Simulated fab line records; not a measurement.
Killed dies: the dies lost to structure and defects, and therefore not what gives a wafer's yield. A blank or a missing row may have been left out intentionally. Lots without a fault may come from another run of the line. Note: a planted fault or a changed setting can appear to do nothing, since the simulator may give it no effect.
fab line records + flow nandHarc + part 2 of 2: steps 5 to 6 of 6
[record]
- lots = 19
- wafers = 57
- lastDay = 26
route steps=1159 shown P_M1@298 P_M2@331 P_BONDPAD@368
lots that met no fault: from a run of the same line without faults
startH: the number of hours between the record's first day and the start of the first shown wafer of the lot + waitH: hours from the lot's prior step to this one + " the same as in the row above + L1.1+2: a single row standing in for several wafers + - no value, or no start was given + * or withheld: withheld + < > ~ a bound
route shown NAME@n: a module of which the file shows steps, and the number in the route of the first + usual: mean/standard deviation of fault-free wafers + same: alike in all rows + chamber/n: place in a boat + sites: per-site readings + _std_site: their standard deviation + _edge_site: inner sites' mean taken away from outer sites' mean + radiusMm: for every site, how far away it sits from the centre of the wafer + mask NAME#n: copy n + behind: the last tool/chamber to shape the wafer + hold: what put the lot on hold/how long, in hours/how the hold closed + device: whichever transistor did not switch (one of n, p or np) + end of line: the tests these same wafers got at the end of their route + step lacking rows: just its recipe + killed: not the wafer's yield, but the dies lost to structure and defects at the first sort + map: a wafer's dies, x killed, . not, _ none there
set.NAME: the run value of the setting; set.NAME@STEP: its run value at that earlier step + model.NAME: the simulator's own value behind a step, which no gauge read
the route's steps for a sample of lots (tables are steps, rows are wafers)
services: a tool's chamber out of use, with start hour (startH, from the record's first day; less than 0 if before it), hours out, and reason
[[steps]]
[step NHARC_P_BONDPAD_ETCH_37]
[recipe]
- targetDepthA = 600
- overetchA = 180
- timeS = 65.91
- ionEnergyEv = 200
- n2FlowSccm = 150
- h2FlowSccm = 150
- arFlowSccm = 0
- rfW = 400
- biasW = 150
- chemistry = N2/H2
[usual]
- drypumpMotorCurrentA = 5.7/0.4
- oesProductAu = 1.001/0.0082
- rfFwdPowerW = 396.0/1.6
- rfVppV = 432.4/2.9
- showerheadPlenumPTorr = 2.11/0.1
- throttleValvePct = 14.170/0.009
| lot.wafer | tool       | chamber | startH | waitH | drypumpMotorCurrentA | oesProductAu | rfFwdPowerW | rfHoursCounterH | rfVppV | showerheadPlenumPTorr | throttleValvePct |
|-----------|------------|---------|--------|-------|----------------------|--------------|-------------|-----------------|--------|-----------------------|------------------|
| L074.3    | rieDiel-12 | 1       | 126.07 | 0.1   | 6.0                  | 0.998        | 395.9       | 29              | 434.4  | 2.17                  | 14.159           |
| L074.4    | "          | 2       | "      | "     | 5.2                  | 1.017        | 397.1       | 30              | 428.5  | 1.91                  | 14.172           |
| L074.5    | "          | 0       | "      | "     | 6.4                  | 1.009        | 398.6       | -               | 428.2  | 1.98                  | 14.179           |
| L075.1    | rieDiel-12 | 2       | 141.43 | 0.1   | 5.2                  | 1.026        | 396.3       | 36              | 426.5  | 1.91                  | 14.157           |
| L075.3    | "          | 3       | "      | "     | 6.1                  | 0.999        | 394.8       | 38              | 435.0  | 2.15                  | 14.167           |
| L075.6    | "          | 1       | "      | "     | 6.0                  | 0.995        | 395.1       | -               | 434.9  | 2.16                  | 14.178           |
| L076.2    | rieDiel-04 | 2       | 147.73 | 0.1   | 5.8                  | 0.996        | 396.1       | 2               | 434.3  | 2.21                  | 14.175           |
| L076.1    | "          | 0       | "      | "     | 5.7                  | 0.997        | 393.6       | 1               | 435.1  | 2.19                  | 14.165           |
| L076.5    | "          | 3       | "      | "     | 6.2                  | 1.013        | 395.2       | -               | 430.9  | 2.01                  | 14.171           |
| L079.2    | rieDiel-12 | 2       | 161.53 | 0.1   | 5.1                  | 1.013        | 398.0       | 44              | 427.6  | 1.91                  | 14.172           |
| L079.1    | "          | 0       | "      | "     | 6.4                  | 1.010        | 399.1       | 42              | 428.6  | 1.98                  | 14.174           |
| L079.6    | "          | 3       | "      | "     | 6.1                  | 1.002        | 399.2       | -               | 434.4  | 2.15                  | 14.166           |
| L078.2    | rieDiel-04 | 0       | 163.89 | 0.1   | 5.7                  | 0.992        | 393.7       | 3               | 433.9  | 2.19                  | 14.168           |
| L078.6    | "          | 0       | "      | "     | 5.7                  | 0.993        | 394.8       | -               | 434.9  | 2.19                  | 14.174           |
| L078.5    | "          | 1       | "      | "     | 5.2                  | 0.993        | 395.7       | -               | 433.9  | 2.17                  | 14.165           |
| L080.1    | rieDiel-04 | 0       | 177.06 | 0.1   | 5.7                  | 0.987        | 395.1       | 5               | 435.8  | 2.19                  | 14.159           |
| L080.4    | "          | 1       | "      | "     | 5.2                  | 0.987        | 397.9       | 6               | 434.3  | 2.17                  | 14.169           |
| L080.5    | "          | 0       | "      | "     | 5.7                  | 0.994        | 395.5       | -               | 435.3  | 2.19                  | 14.174           |
| L083.2    | rieDiel-08 | 1       | 187.08 | 0.1   | 5.4                  | 0.998        | 395.1       | 20              | 433.2  | 2.12                  | 14.155           |
| L083.4    | "          | 2       | "      | "     | 4.9                  | 0.992        | 397.7       | 20              | 435.3  | 2.17                  | 14.175           |
| L083.5    | "          | 0       | "      | "     | 5.8                  | 1.005        | 396.9       | -               | 425.1  | 1.88                  | 14.181           |
| L086.2    | rieDiel-04 | 0       | 232.96 | 0.1   | 5.7                  | 1.003        | 396.3       | 9               | 432.7  | 2.19                  | 14.170           |
| L086.1    | "          | 2       | "      | "     | 5.8                  | 0.990        | 396.2       | 10              | 434.5  | 2.20                  | 14.172           |
| L086.6    | "          | 0       | "      | "     | 5.7                  | 1.008        | 394.7       | -               | 432.8  | 2.19                  | 14.173           |
| L084.4    | rieDiel-04 | 2       | 234.10 | 0.1   | 5.8                  | 0.999        | 398.4       | 10              | 433.4  | 2.20                  | 14.166           |
| L084.2    | "          | 0       | "      | "     | 5.7                  | 1.001        | 393.5       | 9               | 435.3  | 2.19                  | 14.182           |
| L084.6    | "          | 3       | "      | "     | 6.2                  | 1.011        | 396.5       | -               | 428.6  | 2.01                  | 14.169           |
| L085.4    | rieDiel-04 | 1       | 237.46 | 0.1   | 5.2                  | 1.001        | 396.6       | 11              | 434.0  | 2.17                  | 14.173           |
| L085.3    | "          | 3       | "      | "     | 6.2                  | 0.999        | 397.5       | 9               | 428.9  | 2.01                  | 14.171           |
| L085.5    | "          | 1       | "      | "     | 5.2                  | 1.002        | 397.3       | -               | 433.9  | 2.17                  | 14.161           |
| L087.2    | rieDiel-04 | 0       | 237.73 | 0.1   | 5.7                  | 1.010        | 394.0       | 10              | 433.7  | 2.19                  | 14.179           |
| L087.3    | "          | 2       | "      | "     | 5.8                  | 0.985        | 395.7       | 11              | 435.9  | 2.20                  | 14.180           |
| L087.5    | "          | 1       | "      | "     | 5.2                  | 0.987        | 394.8       | -               | 434.9  | 2.17                  | 14.180           |
| L088.1    | rieDiel-08 | 0       | 238.64 | 0.1   | 5.7                  | 1.002        | 395.8       | 38              | 425.5  | 1.88                  | 14.163           |
| L088.3    | "          | 3       | "      | "     | 5.1                  | 0.996        | 393.7       | 40              | 428.0  | 1.97                  | 14.172           |
| L088.6    | "          | 0       | "      | "     | 5.7                  | 1.005        | 394.2       | -               | 427.3  | 1.88                  | 14.177           |
| L091.4    | rieDiel-12 | 2       | 239.27 | 0.1   | 5.2                  | 0.998        | 395.3       | 10              | 426.6  | 1.90                  | 14.177           |
| L091.3    | "          | 3       | "      | "     | 6.1                  | 1.003        | 398.9       | 12              | 434.1  | 2.14                  | 14.175           |
| L091.2    | "          | 0       | "      | "     | 6.4                  | 1.002        | 399.2       | 11              | 427.8  | 1.97                  | 14.184           |
| L092.4    | rieDiel-04 | 0       | 246.38 | 0.1   | 5.7                  | 0.995        | 393.1       | 10              | 434.4  | 2.19                  | 14.165           |
| L092.2    | "          | 2       | "      | "     | 5.8                  | 1.000        | 397.9       | 11              | 435.8  | 2.20                  | 14.173           |
| L092.5    | "          | 3       | "      | "     | 6.2                  | 1.019        | 396.7       | -               | 429.3  | 2.01                  | 14.174           |
| L090.1    | rieDiel-12 | 2       | 247.81 | 0.1   | 5.2                  | 1.011        | 395.2       | 12              | 426.0  | 1.90                  | 14.169           |
| L090.2    | "          | 0       | "      | "     | 6.4                  | 0.992        | 397.1       | 13              | 428.7  | 1.97                  | 14.168           |
| L090.5    | "          | 2       | "      | "     | 5.1                  | 1.010        | 395.5       | -               | 426.7  | 1.90                  | 14.160           |
| L093.4    | rieDiel-04 | 1       | 251.76 | 0.1   | 5.2                  | 1.002        | 398.0       | 12              | 434.1  | 2.17                  | 14.182           |
| L093.3    | "          | 2       | "      | "     | 5.8                  | 0.989        | 396.8       | 12              | 435.4  | 2.20                  | 14.180           |
| L093.6    | "          | 3       | "      | "     | 6.2                  | 1.014        | 396.3       | -               | 428.2  | 2.01                  | 14.155           |
| L095.1    | rieDiel-04 | 1       | 252.96 | 0.1   | 5.2                  | 0.993        | 396.4       | 12              | 434.3  | 2.17                  | 14.173           |
| L095.4    | "          | 3       | "      | "     | 6.2                  | 1.000        | 394.3       | 11              | 428.6  | 2.01                  | 14.182           |
| L095.5    | "          | 0       | "      | "     | 5.7                  | 1.004        | 395.7       | -               | 434.3  | 2.19                  | 14.161           |
| L096.4    | rieDiel-08 | 0       | 254.03 | 0.1   | 5.7                  | 1.005        | 395.0       | 44              | 426.1  | 1.88                  | 14.160           |
| L096.1    | "          | 1       | "      | "     | 5.4                  | 0.995        | 394.2       | 47              | 432.6  | 2.11                  | 14.189           |
| L096.2    | "          | 3       | "      | "     | 5.1                  | 0.994        | 395.0       | 46              | 429.6  | 1.97                  | 14.179           |
| L097.3    | rieDiel-04 | 1       | 268.50 | 0.1   | 5.2                  | 0.997        | 394.8       | 13              | 434.7  | 2.17                  | 14.161           |
| L097.2    | "          | 0       | "      | "     | 5.7                  | 1.005        | 394.6       | 12              | 435.4  | 2.19                  | 14.171           |
| L097.5    | "          | 1       | "      | "     | 5.2                  | 0.992        | 395.1       | -               | 433.9  | 2.17                  | 14.164           |
[step NHARC_P_BONDPAD_ETCH_12]
[recipe]
- targetDepthA = 2000
- timeS = 100
- chf3FlowSccm = 50
- o2FlowSccm = 10
- arFlowSccm = 200
- rfW = 500
- biasW = 200
- chemistry = CHF3/O2
[usual]
- drypumpMotorCurrentA = 5.7/0.41
- oesProductAu = 0.937/0.019
- rfFwdPowerW = 496.4/1.8
- rfVppV = 372.3/2.5
- showerheadPlenumPTorr = 2.48/0.11
- throttleValvePct = 20.573/0.0086
| lot.wafer | tool       | chamber | startH | waitH | drypumpMotorCurrentA | oesProductAu | rfFwdPowerW | rfHoursCounterH | rfVppV | showerheadPlenumPTorr | throttleValvePct |
|-----------|------------|---------|--------|-------|----------------------|--------------|-------------|-----------------|--------|-----------------------|------------------|
| L074.4    | rieDiel-12 | 2       | -      | -     | 5.2                  | 0.992        | 497.9       | 30              | 365.5  | 2.26                  | 20.572           |
| L074.3    | "          | 3       | "      | "     | 6.1                  | 0.978        | 498.4       | 32              | 372.9  | 2.52                  | 20.562           |
| L074.5    | "          | 1       | "      | "     | 6.0                  | 0.965        | 497.6       | -               | 373.7  | 2.54                  | 20.592           |
| L075.1    | rieDiel-12 | 2       | -      | -     | 5.2                  | 0.934        | 496.6       | 36              | 365.9  | 2.26                  | 20.567           |
| L075.3    | "          | 0       | "      | "     | 6.4                  | 0.919        | 499.7       | 34              | 370.5  | 2.33                  | 20.583           |
| L075.6    | "          | 1       | "      | "     | 6.0                  | 0.929        | 496.9       | -               | 373.5  | 2.54                  | 20.576           |
| L076.1    | rieDiel-04 | 3       | -      | -     | 6.2                  | 0.934        | 495.3       | 2               | 370.6  | 2.37                  | 20.567           |
| L076.2    | "          | 1       | "      | "     | 5.2                  | 0.932        | 496.4       | 2               | 373.5  | 2.55                  | 20.575           |
| L076.5    | "          | 2       | "      | "     | 5.8                  | 0.929        | 497.7       | -               | 375.6  | 2.58                  | 20.582           |
| L079.2    | rieDiel-12 | 1       | -      | -     | 6.0                  | 0.964        | 498.3       | 43              | 373.4  | 2.53                  | 20.579           |
| L079.1    | "          | 0       | "      | "     | 6.4                  | 0.964        | 496.1       | 42              | 370.1  | 2.33                  | 20.573           |
| L079.6    | "          | 2       | "      | "     | 5.2                  | 1.000        | 495.6       | -               | 368.7  | 2.26                  | 20.573           |
| L078.2    | rieDiel-04 | 1       | -      | -     | 5.2                  | 0.929        | 498.6       | 5               | 373.5  | 2.55                  | 20.563           |
| L078.6    | "          | 2       | "      | "     | 5.8                  | 0.923        | 496.3       | -               | 374.9  | 2.58                  | 20.568           |
| L078.5    | "          | 3       | "      | "     | 6.2                  | 0.934        | 496.7       | -               | 369.2  | 2.37                  | 20.578           |
| L080.4    | rieDiel-04 | 2       | -      | -     | 5.8                  | 0.932        | 495.3       | 6               | 373.7  | 2.58                  | 20.571           |
| L080.1    | "          | 0       | "      | "     | 5.7                  | 0.930        | 494.1       | 5               | 373.7  | 2.57                  | 20.592           |
| L080.5    | "          | 2       | "      | "     | 5.8                  | 0.925        | 496.3       | -               | 373.8  | 2.58                  | 20.579           |
| L083.4    | rieDiel-08 | 3       | -      | -     | 5.1                  | 0.916        | 495.5       | 19              | 368.4  | 2.33                  | 20.569           |
| L083.2    | "          | 1       | "      | "     | 5.4                  | 0.917        | 492.9       | 20              | 372.8  | 2.49                  | 20.564           |
| L083.5    | "          | 3       | "      | "     | 5.1                  | 0.921        | 497.9       | -               | 369.3  | 2.33                  | 20.573           |
| L086.2    | rieDiel-04 | 2       | -      | -     | 5.8                  | 0.924        | 497.7       | 10              | 373.5  | 2.58                  | 20.573           |
| L086.1    | "          | 3       | "      | "     | 6.2                  | 0.932        | 498.9       | 8               | 370.3  | 2.37                  | 20.568           |
| L086.6    | "          | 0       | "      | "     | 5.7                  | 0.927        | 494.5       | -               | 372.9  | 2.57                  | 20.572           |
| L084.4    | rieDiel-04 | 1       | -      | -     | 5.2                  | 0.923        | 495.3       | 10              | 374.1  | 2.55                  | 20.568           |
| L084.2    | "          | 2       | "      | "     | 5.8                  | 0.910        | 497.6       | 10              | 374.1  | 2.58                  | 20.570           |
| L084.6    | "          | 0       | "      | "     | 5.7                  | 0.936        | 493.4       | -               | 374.6  | 2.56                  | 20.580           |
| L085.3    | rieDiel-04 | 0       | -      | -     | 5.7                  | 0.920        | 495.5       | 10              | 374.3  | 2.56                  | 20.576           |
| L085.4    | "          | 3       | "      | "     | 6.2                  | 0.932        | 496.1       | 9               | 369.5  | 2.37                  | 20.567           |
| L085.5    | "          | 1       | "      | "     | 5.2                  | 0.926        | 498.5       | -               | 372.8  | 2.55                  | 20.571           |
| L087.2    | rieDiel-04 | 0       | -      | -     | 5.7                  | 0.925        | 492.2       | 10              | 373.0  | 2.56                  | 20.570           |
| L087.3    | "          | 1       | "      | "     | 5.2                  | 0.928        | 497.0       | 11              | 372.6  | 2.55                  | 20.592           |
| L087.5    | "          | 0       | "      | "     | 5.7                  | 0.927        | 494.0       | -               | 373.8  | 2.56                  | 20.578           |
| L088.1    | rieDiel-08 | 1       | -      | -     | 5.4                  | 0.923        | 497.4       | 41              | 373.5  | 2.48                  | 20.564           |
| L088.3    | "          | 2       | "      | "     | 4.8                  | 0.915        | 499.7       | 42              | 373.0  | 2.53                  | 20.574           |
| L088.6    | "          | 1       | "      | "     | 5.4                  | 0.912        | 498.8       | -               | 373.3  | 2.48                  | 20.584           |
| L091.4    | rieDiel-12 | 3       | -      | -     | 6.1                  | 0.947        | 497.8       | 12              | 373.1  | 2.51                  | 20.602           |
| L091.2    | "          | 0       | "      | "     | 6.4                  | 0.940        | 498.2       | 11              | 370.3  | 2.32                  | 20.564           |
| L091.3    | "          | 1       | "      | "     | 5.9                  | 0.941        | 500.6       | 9               | 373.4  | 2.52                  | 20.586           |
| L092.2    | rieDiel-04 | 3       | -      | -     | 6.2                  | 0.952        | 495.5       | 10              | 370.9  | 2.37                  | 20.559           |
| L092.4    | "          | 2       | "      | "     | 5.8                  | 0.923        | 496.1       | 11              | 375.7  | 2.58                  | 20.560           |
| L092.5    | "          | 3       | "      | "     | 6.2                  | 0.931        | 495.3       | -               | 370.0  | 2.37                  | 20.571           |
| L090.1    | rieDiel-12 | 1       | -      | -     | 6.0                  | 0.981        | 494.8       | 11              | 373.7  | 2.52                  | 20.585           |
| L090.2    | "          | 2       | "      | "     | 5.1                  | 0.962        | 496.8       | 12              | 367.2  | 2.25                  | 20.589           |
| L090.5    | "          | 3       | "      | "     | 6.1                  | 0.946        | 496.5       | -               | 373.1  | 2.51                  | 20.573           |
| L093.4    | rieDiel-04 | 1       | -      | -     | 5.2                  | 0.929        | 495.4       | 12              | 373.4  | 2.55                  | 20.564           |
| L093.3    | "          | 2       | "      | "     | 5.8                  | 0.923        | 495.3       | 12              | 375.1  | 2.58                  | 20.579           |
| L093.6    | "          | 1       | "      | "     | 5.2                  | 0.926        | 495.3       | -               | 375.6  | 2.54                  | 20.568           |
| L095.4    | rieDiel-04 | 2       | -      | -     | 5.8                  | 0.908        | 496.1       | 12              | 373.2  | 2.58                  | 20.574           |
| L095.1    | "          | 0       | "      | "     | 5.7                  | 0.924        | 492.4       | 11              | 375.7  | 2.56                  | 20.579           |
| L095.5    | "          | 1       | "      | "     | 5.2                  | 0.922        | 499.6       | -               | 372.4  | 2.55                  | 20.567           |
| L096.1    | rieDiel-08 | 3       | -      | -     | 5.1                  | 0.925        | 497.7       | 46              | 369.5  | 2.32                  | 20.586           |
| L096.4    | "          | 0       | "      | "     | 5.7                  | 0.944        | 497.5       | 44              | 366.4  | 2.22                  | 20.570           |
| L096.2    | "          | 1       | "      | "     | 5.4                  | 0.930        | 496.1       | 47              | 372.4  | 2.48                  | 20.572           |
| L097.3    | rieDiel-04 | 1       | -      | -     | 5.2                  | 0.932        | 496.5       | 13              | 373.0  | 2.54                  | 20.573           |
| L097.2    | "          | 0       | "      | "     | 5.7                  | 0.936        | 493.9       | 12              | 373.7  | 2.56                  | 20.577           |
| L097.5    | "          | 2       | "      | "     | 5.8                  | 0.923        | 496.1       | -               | 375.2  | 2.58                  | 20.568           |
[[services]]
| tool       | chamber | startH | hours | kind   |
|------------|---------|--------|-------|--------|
| rieDiel-04 | 0       | 93.35  | 1.9   | repair |
| rieDiel-13 | -       | 99.06  | 9.0   | pm     |
| rieDiel-04 | 0       | 99.74  | 1.4   | repair |
| rieDiel-03 | 3       | 100.10 | 27.2  | repair |
| rieDiel-04 | -       | 101.98 | 0.5   | repair |
| cmp-04     | -       | 104.30 | 2.6   | repair |
| rieDiel-04 | -       | 111.90 | 9.0   | pm     |
| rieDiel-04 | 0       | 124.55 | 4.5   | repair |
| rieDiel-08 | -       | 124.80 | 9.0   | pm     |
| rieDiel-03 | 0       | 131.63 | 1.3   | repair |
| rieDiel-07 | 3       | 170.83 | 11.6  | repair |
| rieDiel-04 | -       | 183.67 | 0.3   | repair |
| rieDiel-04 | 3       | 186.82 | 8.7   | repair |
| cmp-04     | -       | 192.43 | 0.6   | repair |
| rieDiel-12 | 2       | 195.68 | 5.4   | repair |
| rieDiel-12 | -       | 203.27 | 9.0   | pm     |
| cmp-04     | -       | 204.87 | 4.0   | pm     |
| rieDiel-04 | -       | 214.41 | 0.8   | repair |
| rieDiel-13 | 0       | 220.03 | 3.6   | repair |
| rieDiel-07 | -       | 228.20 | 9.0   | pm     |
| rieDiel-09 | 1       | 248.59 | 6.0   | repair |
| rieDiel-09 | -       | 254.10 | 9.0   | pm     |
| rieDiel-12 | 2       | 260.83 | 21.4  | repair |
| rieDiel-09 | 2       | 267.64 | 30.7  | repair |
